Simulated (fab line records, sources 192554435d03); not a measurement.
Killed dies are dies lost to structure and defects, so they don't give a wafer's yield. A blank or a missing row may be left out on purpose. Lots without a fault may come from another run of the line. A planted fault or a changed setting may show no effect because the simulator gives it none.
Split-lot experiment | flow n5_finfet | 7 lots, 21 wafers read, on a route of 1938 steps

THE SPLIT
At N5_FIN_SAQP_ETCH_65 (etches SiO2 in CF4, target depth 4 nm, time 4.4 s), the setting time_s was moved away from the recipe's 4.4 s on 7 of the 21 wafers read, by -17.7% to +19.4%. The other wafers ran this setting at the recipe's value.

The reading is taken at the split's own step.

THE READING
etch.depth_nm (the simulator's own value, which no gauge read), in nm, at N5_FIN_SAQP_ETCH_65 (etches SiO2 in CF4, target depth 4 nm, time 4.4 s). The file gives no usual value for it. The 14 wafers here that ran the recipe average 3.936 nm, standard deviation 0.089 nm.

wafer  | tool, chamber at the split | time_s as run, s | against the recipe | etch.depth_nm, nm | against lot-mates on the recipe
L074.2 | rie_si-05, 1               | 4.4              | recipe             | 4.008             | -
L074.3 | rie_si-05, 2               | 4.4              | recipe             | 3.838             | -
L074.5 | rie_si-05, 1               | 4.4              | recipe             | 4                 | -
L075.3 | rie_si-05, 0               | 4.76             | +8.2%              | 4.443             | +0.576
L075.4 | rie_si-05, 2               | 4.4              | recipe             | 3.867             | -
L075.5 | rie_si-05, 0               | 4.76             | +8.2%              | 4.429             | +0.562
L078.1 | rie_si-05, 3               | 3.62             | -17.7%             | 3.2               | -0.700
L078.3 | rie_si-05, 1               | 4.4              | recipe             | 3.964             | -
L078.4 | rie_si-05, 2               | 4.4              | recipe             | 3.836             | -
L080.1 | rie_si-03, 0               | 4.4              | recipe             | 3.931             | -
L080.4 | rie_si-03, 1               | 4.4              | recipe             | 4.116             | -
L080.6 | rie_si-03, 3               | 3.895            | -11.5%             | 3.562             | -0.462
L086.3 | rie_si-02, 1               | 4.4              | recipe             | 3.981             | -
L086.5 | rie_si-02, 1               | 5.254            | +19.4%             | 4.818             | +0.837
L086.6 | rie_si-02, 0               | 5.254            | +19.4%             | 4.641             | +0.660
L091.1 | rie_si-05, 2               | 4.4              | recipe             | 3.814             | -
L091.2 | rie_si-05, 0               | 5.092            | +15.7%             | 4.696             | +0.850
L091.4 | rie_si-05, 3               | 4.4              | recipe             | 3.878             | -
L097.1 | rie_si-05, 1               | 4.4              | recipe             | 3.963             | -
L097.3 | rie_si-05, 2               | 4.4              | recipe             | 3.849             | -
L097.5 | rie_si-05, 0               | 4.4              | recipe             | 4.06              | -

THE FIT
A straight line over all 21 wafers: etch.depth_nm changes by +0.0426 nm for each +1% of time_s; r = +0.97; the points scatter about the line by 0.099 nm.
The same after taking each lot's own level away (the mean of its wafers on the recipe; 21 wafers): +0.0433 nm for each +1%; r = +0.96; scatter 0.11 nm.
On that fit, the largest move of time_s shifts the reading by 0.84 nm.
The lots' own levels span 3.8460 to 4.0235 nm, that is 2.0 times the standard deviation above.
So the lot-to-lot level changes the slope little: the two slopes agree.
Check: with one of the wafers moved furthest among these (+19.4%) left out of the fit, the line predicts +0.874 nm for it against its lot-mates. It came out at +0.837 nm against them.

OTHER SPLITS ON THESE WAFERS
These wafers also went through other splits before the reading. Each is held against what the fit with the lots' levels taken away leaves over:
other split on the same wafers        | wafers away from the commonest value | r with etch.depth_nm (lot level and that fit taken away)
N5_ZERO_LAYER_ETCH_18 icp_w           | 6                                    | -0.04
N5_FIN_SAQP_HM_DEP_03 time_s          | 4                                    | +0.01
N5_FIN_SAQP_PECVD_48 time_s           | 9                                    | +0.34
N5_FIN_SAQP_SPACER1_ALD_24 ald_cycles | 6                                    | +0.40

THE FILE'S OWN FIT
etch.depth_nm changes by +0.0442 nm for each +1% of time_s, r = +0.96.
